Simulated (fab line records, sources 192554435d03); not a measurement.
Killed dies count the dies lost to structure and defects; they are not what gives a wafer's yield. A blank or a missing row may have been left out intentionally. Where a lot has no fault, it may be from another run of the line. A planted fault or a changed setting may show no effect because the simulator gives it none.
Which tool is to blame? | flow n5 finfet | Sampling: 24 lots, 72 wafers, 5 of 1938 route steps

== WHAT EACH GAUGE READ, for each wafer ==
N5_BEOL_M7_THK_MEAS_53: measures by xrf.
lot  | measured     | on            | M7_THK (nm)
L074 | day 8 21:12  | film metro-02 | 79.8 80.3 80.5
L075 | day 10 01:57 | film metro-02 | 79.9 77.5 78.0
L076 | day 10 07:28 | film metro-01 | 77.7 80.4 79.8
L077 | day 10 08:34 | film metro-02 | 80.6 82.0 81.6
L078 | day 10 18:18 | film metro-01 | 76.7 78.7 78.4
L080 | day 11 07:04 | film metro-01 | 80.0 76.9 75.8
L079 | day 11 06:36 | film metro-01 | 80.8 77.5 78.6
L082 | day 11 12:11 | film metro-02 | 76.2 78.9 79.9
L081 | day 11 15:14 | film metro-01 | 81.2 79.2 80.2
L085 | day 11 16:04 | film metro-01 | 77.0 81.3 78.3
L083 | day 12 05:40 | film metro-01 | 79.1 80.1 79.3
L084 | day 12 11:31 | film metro-01 | 80.0 79.6 78.7
L088 | day 12 13:07 | film metro-01 | 78.5 79.3 76.9
L086 | day 12 13:16 | film metro-02 | 79.7 81.3 80.2
L087 | day 12 14:08 | film metro-02 | 77.6 78.4 80.9
L089 | day 13 07:54 | film metro-02 | 80.9 80.4 78.8
L090 | day 13 17:52 | film metro-02 | 81.3 81.0 80.5
L091 | day 14 01:34 | film metro-01 | 78.2 81.5 77.9
L093 | day 14 01:50 | film metro-02 | 83.0 82.5 82.4
L092 | day 14 08:50 | film metro-01 | 78.2 78.8 79.2
L094 | day 14 08:34 | film metro-02 | 79.9 78.2 81.6
L097 | day 15 18:45 | film metro-02 | 76.1 76.8 77.2
L095 | day 15 18:28 | film metro-01 | 77.1 78.7 77.5
L096 | day 15 21:08 | film metro-01 | 80.4 79.5 79.2

== WHICH TOOL RAN EACH LOT (tool, then ch and the chambers of the sampled wafers, then the start) ==
lot  | N5_BEOL_M7_STRIP_19                | N5_BEOL_M7_TRENCH_ETCH_37                     | N5_BEOL_M7_STRIP_80                           | N5_BEOL_M7_PRE_CLEAN_45
L074 | rie diel-04 ch 0,2,3, day 8 16:54  | rie diel-03 ch 0,2, day 8 19:32 or earlier    | rie diel-03 ch 0,2, day 8 19:32 or earlier    | pvd sputter-02, day 8 19:32
L075 | rie diel-03 ch 0,2, day 9 20:26    | rie diel-04 ch 1,2, day 9 22:37 or earlier    | rie diel-04 ch 1,2, day 9 22:37 or earlier    | pvd sputter-02, day 9 22:37
L076 | rie diel-04 ch 0,1,2, day 10 02:32 | rie diel-03 ch 1,2,3, day 10 04:22 or earlier | rie diel-03 ch 1,2,3, day 10 04:22 or earlier | pvd sputter-02, day 10 04:22
L077 | rie diel-03 ch 0,2,3, day 10 02:59 | rie diel-04 ch 1,2, day 10 06:55 or earlier   | rie diel-04 ch 1,2, day 10 06:55 or earlier   | pvd sputter-03, day 10 06:55
L078 | rie diel-04 ch 0,2,3, day 10 12:40 | rie diel-03 ch 0,1,3, day 10 16:42 or earlier | rie diel-03 ch 0,1,3, day 10 16:42 or earlier | pvd sputter-03, day 10 16:42
L080 | rie diel-02 ch 0,1,2, day 11 02:40 | rie diel-04 ch 0,2,3, day 11 05:40 or earlier | rie diel-04 ch 0,2,3, day 11 05:40 or earlier | pvd sputter-03, day 11 05:40
L079 | rie diel-04 ch 0,2, day 11 02:42   | rie diel-03 ch 1,2,3, day 11 04:35 or earlier | rie diel-03 ch 1,2,3, day 11 04:35 or earlier | pvd sputter-02, day 11 04:35
L082 | rie diel-04 ch 0,2,3, day 11 07:10 | rie diel-03 ch 0,1,2, day 11 10:42 or earlier | rie diel-03 ch 0,1,2, day 11 10:42 or earlier | pvd sputter-02, day 11 10:42
L081 | rie diel-03 ch 0,1, day 11 11:03   | rie diel-02 ch 0,1,3, day 11 13:13 or earlier | rie diel-02 ch 0,1,3, day 11 13:13 or earlier | pvd sputter-03, day 11 13:13
L085 | rie diel-02 ch 0,2,3, day 11 11:14 | rie diel-03 ch 1,3, day 11 14:33 or earlier   | rie diel-03 ch 1,3, day 11 14:33 or earlier   | pvd sputter-01, day 11 14:33
L083 | rie diel-04 ch 0,1,2, day 12 01:14 | rie diel-04 ch 1,2, day 12 03:29 or earlier   | rie diel-04 ch 1,2, day 12 03:29 or earlier   | pvd sputter-03, day 12 03:29
L084 | rie diel-02 ch 0,2, day 12 05:43   | rie diel-03 ch 0,2,3, day 12 08:31 or earlier | rie diel-03 ch 0,2,3, day 12 08:31 or earlier | pvd sputter-01, day 12 08:31
L088 | rie diel-03 ch 0,1,3, day 12 08:04 | rie diel-04 ch 0,2,3, day 12 11:22 or earlier | rie diel-04 ch 0,2,3, day 12 11:22 or earlier | pvd sputter-02, day 12 11:22
L086 | rie diel-04 ch 1,3, day 12 08:16   | rie diel-02 ch 1,2,3, day 12 11:27 or earlier | rie diel-02 ch 1,2,3, day 12 11:27 or earlier | pvd sputter-02, day 12 11:27
L087 | rie diel-04 ch 0,1,3, day 12 09:07 | rie diel-03 ch 0,1,2, day 12 11:44 or earlier | rie diel-03 ch 0,1,2, day 12 11:44 or earlier | pvd sputter-01, day 12 11:44
L089 | rie diel-02 ch 0,2,3, day 12 23:20 | rie diel-02 ch 0,1, day 13 06:34 or earlier   | rie diel-02 ch 0,1, day 13 06:34 or earlier   | pvd sputter-01, day 13 06:34
L090 | rie diel-02 ch 0,3, day 13 13:07   | rie diel-02 ch 0,1,2, day 13 15:59 or earlier | rie diel-02 ch 0,1,2, day 13 15:59 or earlier | pvd sputter-02, day 13 15:59
L091 | rie diel-03 ch 0,1,3, day 13 16:55 | rie diel-03 ch 0,3, day 13 23:49 or earlier   | rie diel-03 ch 0,3, day 13 23:49 or earlier   | pvd sputter-03, day 13 23:49
L093 | rie diel-02 ch 1,2, day 13 20:46   | rie diel-02 ch 2,3, day 13 23:54 or earlier   | rie diel-02 ch 2,3, day 13 23:54 or earlier   | pvd sputter-03, day 13 23:54
L092 | rie diel-03 ch 0,1,3, day 14 01:05 | rie diel-03 ch 0,2,3, day 14 06:52 or earlier | rie diel-03 ch 0,2,3, day 14 06:52 or earlier | pvd sputter-03, day 14 06:52
L094 | rie diel-02 ch 1,3, day 14 01:34   | rie diel-04 ch 2,3, day 14 06:50 or earlier   | rie diel-04 ch 2,3, day 14 06:50 or earlier   | pvd sputter-02, day 14 06:50
L097 | rie diel-02 ch 0,1,3, day 15 12:56 | rie diel-04 ch 2,3, day 15 17:14 or earlier   | rie diel-04 ch 2,3, day 15 17:14 or earlier   | pvd sputter-01, day 15 17:14
L095 | rie diel-03 ch 0,1,2, day 15 13:22 | rie diel-04 ch 2,3, day 15 16:39 or earlier   | rie diel-04 ch 2,3, day 15 16:39 or earlier   | pvd sputter-01, day 15 16:39
L096 | rie diel-04 ch 0,2, day 15 16:13   | rie diel-02 ch 0,1,2, day 15 18:02 or earlier | rie diel-02 ch 0,1,2, day 15 18:02 or earlier | pvd sputter-02, day 15 18:02
- N5_BEOL_M7_STRIP_19: strips in O2.
- N5_BEOL_M7_TRENCH_ETCH_37: etches SiCOH lowk in C4F6/O2, target depth 93.478 nm, time 31.2 s.
- N5_BEOL_M7_STRIP_80: strips in N2/H2, time 10 s.
- N5_BEOL_M7_PRE_CLEAN_45: time 30 s.

== WHAT THE TOOLS THEMSELVES READ (means of the sampled wafers that have a number; where no wafer has one, the mark that the record gives instead) ==
N5_BEOL_M7_STRIP_19.
lot  | tool        | drypump motor current A (A) | oes product au (a.u.) | rf vpp V (V) | showerhead plenum p Torr (Torr) | throttle valve pct (%)
L074 | rie diel-04 | 5.9                         | 0.77                  | 3.4          | 2.09                            | 16.70
L075 | rie diel-03 | 6.0                         | 0.81                  | 3.8          | 2.01                            | 16.49
L076 | rie diel-04 | 5.5                         | 0.70                  | 3.2          | 2.06                            | 16.77
L077 | rie diel-03 | 5.8                         | 0.76                  | 4.2          | 2.06                            | 16.62
L078 | rie diel-04 | 5.9                         | 0.76                  | 4.5          | 2.09                            | 16.72
L080 | rie diel-02 | 6.0                         | 0.87                  | 3.2          | 2.09                            | 16.49
L079 | rie diel-04 | 5.6                         | 0.70                  | 3.6          | 2.00                            | 16.77
L082 | rie diel-04 | 5.9                         | 0.74                  | 3.4          | 2.09                            | 16.73
L081 | rie diel-03 | 5.8                         | 0.79                  | 3.2          | 2.06                            | 16.44
L085 | rie diel-02 | 5.5                         | 0.80                  | 4.0          | 2.08                            | 16.83
L083 | rie diel-04 | 5.5                         | 0.80                  | 3.5          | 2.06                            | 16.63
L084 | rie diel-02 | 5.8                         | 0.81                  | 4.5          | 2.11                            | 16.77
L088 | rie diel-03 | 5.7                         | 0.76                  | 3.7          | 2.09                            | 16.55
L086 | rie diel-04 | 5.6                         | 0.93                  | 3.8          | 2.18                            | 16.54
L087 | rie diel-04 | 5.7                         | 0.82                  | 3.1          | 2.12                            | 16.69
L089 | rie diel-02 | 5.4                         | 0.78                  | 3.6          | 2.08                            | 16.86
L090 | rie diel-02 | 5.2                         | 0.76                  | 3.4          | 2.04                            | 16.93
L091 | rie diel-03 | 5.7                         | 0.75                  | 3.8          | 2.09                            | 16.56
L093 | rie diel-02 | 6.2                         | 0.85                  | 3.7          | 2.05                            | 16.48
L092 | rie diel-03 | 5.7                         | 0.74                  | 3.6          | 2.08                            | 16.56
L094 | rie diel-02 | 5.8                         | 0.84                  | 3.3          | 2.01                            | 16.56
L097 | rie diel-02 | 5.6                         | 0.91                  | 2.9          | 2.14                            | 16.47
L095 | rie diel-03 | 5.9                         | 0.75                  | 3.3          | 2.02                            | 16.58
L096 | rie diel-04 | 5.6                         | 0.87                  | 3.8          | 2.16                            | 16.49

N5_BEOL_M7_TRENCH_ETCH_37.
lot  | tool        | drypump motor current A (A) | oes product au (a.u.) | rf fwd power W (W) | rf vpp V (V) | showerhead plenum p Torr (Torr) | throttle valve pct (%)
L074 | rie diel-03 | 6.0                         | 0.79                  | 340.6              | 674          | 2.74                            | 20.88
L075 | rie diel-04 | 5.4                         | 0.69                  | 338.8              | 668          | 2.91                            | 21.11
L076 | rie diel-03 | 5.7                         | 0.73                  | 341.0              | 667          | 2.84                            | 20.89
L077 | rie diel-04 | 5.4                         | 0.68                  | 339.6              | 668          | 2.91                            | 21.12
L078 | rie diel-03 | 5.7                         | 0.76                  | 341.4              | 676          | 2.86                            | 20.83
L080 | rie diel-04 | 5.9                         | 0.74                  | 338.7              | 654          | 2.85                            | 21.08
L079 | rie diel-03 | 5.7                         | 0.73                  | 341.9              | 668          | 2.84                            | 20.91
L082 | rie diel-03 | 5.9                         | 0.78                  | 340.3              | 679          | 2.78                            | 20.86
L081 | rie diel-02 | 5.7                         | 0.86                  | 342.2              | 663          | 2.80                            | 20.89
L085 | rie diel-03 | 5.6                         | 0.71                  | 342.1              | 663          | 2.91                            | 20.90
L083 | rie diel-04 | 5.4                         | 0.89                  | 338.5              | 668          | 2.91                            | 20.86
L084 | rie diel-03 | 5.8                         | 0.75                  | 341.2              | 670          | 2.80                            | 20.90
L088 | rie diel-04 | 5.9                         | 0.74                  | 339.6              | 653          | 2.85                            | 21.09
L086 | rie diel-02 | 5.7                         | 0.80                  | 340.9              | 664          | 2.79                            | 21.10
L087 | rie diel-03 | 5.9                         | 0.77                  | 340.2              | 679          | 2.78                            | 20.86
L089 | rie diel-02 | 5.9                         | 0.91                  | 341.6              | 665          | 2.87                            | 20.72
L090 | rie diel-02 | 6.0                         | 0.85                  | 340.8              | 665          | 2.85                            | 20.93
L091 | rie diel-03 | 5.6                         | 0.72                  | 341.9              | 666          | 2.87                            | 20.90
L093 | rie diel-02 | 5.6                         | 0.73                  | 340.8              | 666          | 2.79                            | 21.29
L092 | rie diel-03 | 5.8                         | 0.74                  | 341.6              | 670          | 2.80                            | 20.93
L094 | rie diel-04 | 6.0                         | 0.73                  | 338.4              | 653          | 2.89                            | 21.05
L097 | rie diel-04 | 6.0                         | 0.72                  | 338.6              | 652          | 2.89                            | 21.06
L095 | rie diel-04 | 6.0                         | 0.73                  | 337.7              | 652          | 2.89                            | 21.06
L096 | rie diel-02 | 5.9                         | 0.83                  | 341.7              | 664          | 2.85                            | 20.96

N5_BEOL_M7_STRIP_80.
lot  | tool        | drypump motor current A (A) | oes product au (a.u.) | rf vpp V (V) | showerhead plenum p Torr (Torr) | throttle valve pct (%)
L074 | rie diel-03 | 6.1                         | 0.79                  | 58.5         | 2.45                            | 23.73
L075 | rie diel-04 | 5.4                         | 0.69                  | 59.5         | 2.58                            | 23.82
L076 | rie diel-03 | 5.8                         | 0.73                  | 59.5         | 2.54                            | 23.59
L077 | rie diel-04 | 5.4                         | 0.69                  | 58.5         | 2.58                            | 23.83
L078 | rie diel-03 | 5.7                         | 0.77                  | 59.3         | 2.54                            | 23.48
L080 | rie diel-04 | 5.9                         | 0.75                  | 59.9         | 2.53                            | 23.77
L079 | rie diel-03 | 5.8                         | 0.73                  | 59.3         | 2.53                            | 23.60
L082 | rie diel-03 | 5.9                         | 0.79                  | 59.2         | 2.47                            | 23.60
L081 | rie diel-02 | 5.7                         | 0.86                  | 59.5         | 2.50                            | 23.64
L085 | rie diel-03 | 5.6                         | 0.71                  | 59.2         | 2.60                            | 23.50
L083 | rie diel-04 | 5.4                         | 0.89                  | 59.8         | 2.58                            | 23.55
L084 | rie diel-03 | 5.8                         | 0.75                  | 59.7         | 2.50                            | 23.66
L088 | rie diel-04 | 5.9                         | 0.75                  | 58.6         | 2.53                            | 23.79
L086 | rie diel-02 | 5.7                         | 0.80                  | 59.3         | 2.47                            | 23.74
L087 | rie diel-03 | 5.9                         | 0.77                  | 58.5         | 2.47                            | 23.61
L089 | rie diel-02 | 5.9                         | 0.90                  | 58.7         | 2.57                            | 23.58
L090 | rie diel-02 | 6.0                         | 0.85                  | 58.8         | 2.54                            | 23.69
L091 | rie diel-03 | 5.6                         | 0.72                  | 59.1         | 2.56                            | 23.57
L093 | rie diel-02 | 5.6                         | 0.72                  | 58.5         | 2.48                            | 24.03
L092 | rie diel-03 | 5.8                         | 0.74                  | 58.6         | 2.50                            | 23.68
L094 | rie diel-04 | 6.0                         | 0.74                  | 59.6         | 2.56                            | 23.60
L097 | rie diel-04 | 6.0                         | 0.73                  | 59.3         | 2.56                            | 23.61
L095 | rie diel-04 | 6.0                         | 0.73                  | 58.7         | 2.56                            | 23.60
L096 | rie diel-02 | 6.0                         | 0.82                  | 59.3         | 2.53                            | 23.71

N5_BEOL_M7_PRE_CLEAN_45.
lot  | tool           | heater power w (W)
L074 | pvd sputter-02 | 344
L075 | pvd sputter-02 | 357
L076 | pvd sputter-02 | 339
L077 | pvd sputter-03 | 356
L078 | pvd sputter-03 | 332
L080 | pvd sputter-03 | 330
L079 | pvd sputter-02 | 347
L082 | pvd sputter-02 | 374
L081 | pvd sputter-03 | 344
L085 | pvd sputter-01 | 351
L083 | pvd sputter-03 | 334
L084 | pvd sputter-01 | 325
L088 | pvd sputter-02 | 367
L086 | pvd sputter-02 | 347
L087 | pvd sputter-01 | 343
L089 | pvd sputter-01 | 360
L090 | pvd sputter-02 | 370
L091 | pvd sputter-03 | 342
L093 | pvd sputter-03 | 353
L092 | pvd sputter-03 | 350
L094 | pvd sputter-02 | 332
L097 | pvd sputter-01 | 327
L095 | pvd sputter-01 | 343
L096 | pvd sputter-02 | 319

== THE ANSWER, worked out from the rows above alone ==
Rule: the usual values come from the lots themselves. The widest of any qualifying gaps counts: lots, ordered by their means at a reading, are off when they make up no more than a third of the lots, leave a main group of 4 or more, and stand apart from it by 3 or more times the standard deviation of that group's means. The tables above print the reading to a certain number of digits; a main group whose means all agree to those digits is not used. Also off: a lot with no number at a reading for which 4 or more lots have one. The other lots that the step has rows for count as sound. After the gauges, taken in route order, come the tools' own readings; for these a lot's mean is taken, as printed above. The first step at which some lot is off is used, and at that step the reading that is off furthest; a lot without a number counts as furthest.
No lot is off on any of the readings shown, so nothing can be concluded from this.

== WHAT THE SIMULATOR HAD INSERTED ==
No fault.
